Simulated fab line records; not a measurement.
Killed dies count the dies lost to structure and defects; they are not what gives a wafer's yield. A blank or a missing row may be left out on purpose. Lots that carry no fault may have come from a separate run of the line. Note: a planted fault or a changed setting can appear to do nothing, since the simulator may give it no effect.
Matching of chambers | flow nandHarc | rieDiel-04 running NHARC_A_STAIRCASE_ETCH_313: 4 sister chambers
The step etches the open film in CF4/CHF3. 14 wafers are shown with their chamber, then 7 later ones without.

## WAFERS PAIRED WITH THEIR CHAMBERS
wafer  | chamber | drypumpMotorCurrentA (A) | showerheadPlenumPTorr (Torr) | rfVppV (V)
L075.1 | 3       | 6.0                      | 1.54                         | 370.1
L075.2 | 2       | 6.3                      | 1.52                         | 369.0
L075.4 | 0       | 6.1                      | 1.48                         | 367.4
L078.2 | 0       | 6.1                      | 1.47                         | 366.9
L078.3 | 1       | 6.7                      | 1.62                         | 372.2
L078.4 | 2       | 6.3                      | 1.52                         | 369.2
L080.3 | 0       | 6.0                      | 1.47                         | 366.5
L080.4 | 1       | 6.7                      | 1.62                         | 372.1
L080.5 | 0       | 6.0                      | 1.47                         | 366.8
L081.2 | 2       | 6.3                      | 1.52                         | 369.1
L081.5 | 3       | 6.0                      | 1.53                         | 368.8
L081.6 | 0       | 6.0                      | 1.47                         | 369.4
L082.1 | 1       | 6.7                      | 1.61                         | 371.9
L082.2 | 2       | 6.3                      | 1.52                         | 368.9

SIGNATURES (means of the wafers above)
reading               | chamber 0 | chamber 1 | chamber 2 | chamber 3 | scatter within a chamber
drypumpMotorCurrentA  | 6.040     | 6.700     | 6.300     | 6.000     | 0.0346
showerheadPlenumPTorr | 1.4720    | 1.6167    | 1.5200    | 1.5350    | 0.00443
rfVppV                | 367.400   | 372.067   | 369.050   | 369.450   | 0.798
Rule: a wafer lies at a distance from a chamber equal to the root of the sum of squares, over the readings, of (its reading less the chamber's mean, divided by the reading's scatter). If the next closest chamber is less than 2 further off than the closest, the wafer can't be placed; otherwise it belongs to the closest. The scatter: the root of (the sum of the squares of (reading less its chamber's mean) over the shown wafers, divided by (wafers less chambers)).

## WAFERS WITH NO CHAMBER GIVEN
wafer  | drypumpMotorCurrentA (A) | showerheadPlenumPTorr (Torr) | rfVppV (V)
L082.6 | 6.0                      | 1.53                         | 369.4
L094.1 | 6.3                      | 1.51                         | 368.8
L094.2 | 6.0                      | 1.70                         | 374.7
L094.4 | 6.7                      | 1.60                         | 370.7
L096.2 | 6.7                      | 1.60                         | 372.9
L096.5 | 6.3                      | 1.50                         | 369.5
L096.6 | 6.0                      | 1.52                         | 370.1

## THE CHAMBER EACH PASSED THROUGH
wafer  | from the rows above | in truth
L082.6 | 3                   | 3
L094.1 | 2                   | 2
L094.2 | 1                   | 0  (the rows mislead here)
L094.4 | 1                   | 1
L096.2 | 1                   | 1
L096.5 | 2                   | 2
L096.6 | 3                   | 3
Placed correctly: 6 of 7. Can't be placed from these rows: 0. Placed wrongly: 1.
